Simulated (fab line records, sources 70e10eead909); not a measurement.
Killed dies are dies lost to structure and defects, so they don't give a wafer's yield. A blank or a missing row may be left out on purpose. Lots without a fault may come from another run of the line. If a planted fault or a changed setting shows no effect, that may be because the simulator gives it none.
Which of the tools did it? + flow nandHarc + 12 lots, 36 wafers sampled, at 2 steps of a route of 1159

## WHAT EACH GAUGE READ, for each wafer
NHARC_A_CHANNEL_FILL_D1_INSPECT_13.
| lot  | measured     | on               | rawDefectCount |
|------|--------------|------------------|----------------|
| L074 | day 10 17:25 | defectInspect-02 | 265 222 331    |
| L076 | day 11 08:46 | defectInspect-02 | 300 357 387    |
| L080 | day 11 16:34 | defectInspect-02 | 372 200 142    |
| L081 | day 12 12:29 | defectInspect-02 | 241 407 331    |
| L083 | day 12 20:17 | defectInspect-01 | 141 274 149    |
| L085 | day 13 06:44 | defectInspect-02 | 190 249 223    |
| L086 | day 13 11:55 | defectInspect-01 | 282 292 373    |
| L090 | day 14 08:14 | defectInspect-02 | 464 315 326    |
| L091 | day 14 20:31 | defectInspect-02 | 318 340 252    |
| L094 | day 15 11:43 | defectInspect-02 | 380 177 190    |
| L095 | day 15 17:05 | defectInspect-02 | 279 263 454    |
| L097 | day 16 15:50 | defectInspect-01 | 405 334 149    |

## WHICH TOOL RAN EACH LOT (tool, then ch and the chambers of the sampled wafers, then the start)
| lot  | NHARC_A_CHANNEL_HOLE_D1_STRIP_27             |
|------|----------------------------------------------|
| L074 | rieDiel-13 ch 0,2,3, day 10 17:25 or earlier |
| L076 | rieDiel-11 ch 1,2,3, day 11 08:46 or earlier |
| L080 | rieDiel-13 ch 1,3, day 11 16:34 or earlier   |
| L081 | rieDiel-09 ch 1,2,3, day 12 12:29 or earlier |
| L083 | rieDiel-13 ch 2,3, day 12 20:17 or earlier   |
| L085 | rieDiel-13 ch 0,1,2, day 13 06:44 or earlier |
| L086 | rieDiel-13 ch 0,1, day 13 11:55 or earlier   |
| L090 | rieDiel-13 ch 1,2,3, day 14 08:14 or earlier |
| L091 | rieDiel-11 ch 0,3, day 14 20:31 or earlier   |
| L094 | rieDiel-09 ch 1,2,3, day 15 11:43 or earlier |
| L095 | rieDiel-11 ch 0,1, day 15 17:05 or earlier   |
| L097 | rieDiel-09 ch 0,1, day 16 15:50 or earlier   |
- NHARC_A_CHANNEL_HOLE_D1_STRIP_27: strips in O2.

## THE ANSWER, worked out from the rows above alone
Rule: the lots themselves supply what counts as usual. The widest of any qualifying gaps counts: lots, ordered by their means at a reading, are off when they make up no more than a third of the lots, leave a main group of 4 or more, and stand apart from it by 3 or more times the standard deviation of that group's means. A main group is skipped when, at the precision printed for the reading in the tables above, its means are all equal. Also off: a lot with no number at a reading for which 4 or more lots have one. Where the step has rows for the other lots, those lots are counted as sound.
No lot is off on any of the readings shown, so nothing can be concluded from this.

## WHAT THE SIMULATOR HAD PUT IN
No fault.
